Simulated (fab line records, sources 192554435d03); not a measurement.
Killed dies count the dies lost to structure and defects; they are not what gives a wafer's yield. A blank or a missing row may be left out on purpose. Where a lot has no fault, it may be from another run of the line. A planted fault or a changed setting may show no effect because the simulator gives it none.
The same fault as seen by 2 desks | flow n5_finfet | each desk holds nothing but its own numbers, with what lay behind them at the end

== AT THE TOOL OWNER'S DESK: rie_diel-03 ==
The tool's own readings at N5_BEOL_M9_ETCH_62 (etches SOC in N2/H2, target depth 110 nm, overetch 22 nm, time 165 s): means of the sampled wafers that have a number, for each lot that ran on this tool. If a lot's mean is further than 4 standard deviations from the usual mean, the lot is out of limits and carries the mark OUT (the distance appears in the brackets).
Columns: A = drypump_motor_current_A at N5_BEOL_M9_ETCH_62, usual 6.0 A; B = oes_product_au at N5_BEOL_M9_ETCH_62, usual 0.67 a.u.; C = rf_fwd_power_W at N5_BEOL_M9_ETCH_62, usual 836.8 W; D = rf_vpp_V at N5_BEOL_M9_ETCH_62, usual 523 V; E = showerhead_plenum_p_Torr at N5_BEOL_M9_ETCH_62, usual 2.52 Torr; F = throttle_valve_pct at N5_BEOL_M9_ETCH_62, usual 17.87 %
lot  | first seen here | A   | B    | C               | D             | E    | F
L212 | day 12 04:22    | 6.1 | 0.66 | 836.5           | 520           | 2.41 | 17.94
L213 | day 12 07:39    | 5.8 | 0.67 | 703.5 (-56) OUT | 558 (+12) OUT | 2.57 | 17.54
L226 | day 16 02:28    | 5.9 | 0.64 | 837.9           | 523           | 2.52 | 17.83
This desk's finding: out of limits on L213; first on L213, day 12 07:39 (rf_fwd_power_W at N5_BEOL_M9_ETCH_62). Within limits: L212, L226.

== AT THE METROLOGY DESK ==
Means of the sampled wafers that have a number, per lot and without regard to the tool the lot ran on: this is what the gauges read. If a lot's mean is further than 4 standard deviations from the usual mean, the lot is out of limits and carries the mark OUT (the distance appears in the brackets).
Columns: A = M8_RS at N5_BEOL_M8_RS_MEAS_57, usual 0.286 ohm/sq
lot  | first seen here | A
L204 | day 10 16:05    | 0.296
L205 | day 10 21:54    | 0.280
L206 | day 10 23:45    | 0.297
L208 | day 11 07:25    | 0.289
L212 | day 12 00:52    | 0.284
L213 | day 12 05:58    | 0.284
L214 | day 12 15:43    | 0.291
L217 | day 13 11:10    | 0.279
L222 | day 14 14:50    | 0.279
L226 | day 15 22:58    | 0.290
This desk found nothing out of limits on any of the 10 lots.

== ALL TOGETHER ==
On L213, at day 12 07:39, an alarm was possible from the tool owner's desk.
The metrology desk saw nothing out of limits.
The metrology desk has L213 on record, within its limits.
On rie_diel-03, each named lot ran N5_BEOL_M9_ETCH_62.

== WHAT THE SIMULATOR HAD INSERTED ==
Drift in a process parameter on rie_diel-03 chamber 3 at N5_BEOL_M9_ETCH_62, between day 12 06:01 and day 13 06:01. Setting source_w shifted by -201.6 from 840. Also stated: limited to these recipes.
Struck lots among those shown: L213.
How many hours passed from the start of the fault until each desk's first out-of-limits reading: the tool owner's desk, 2.
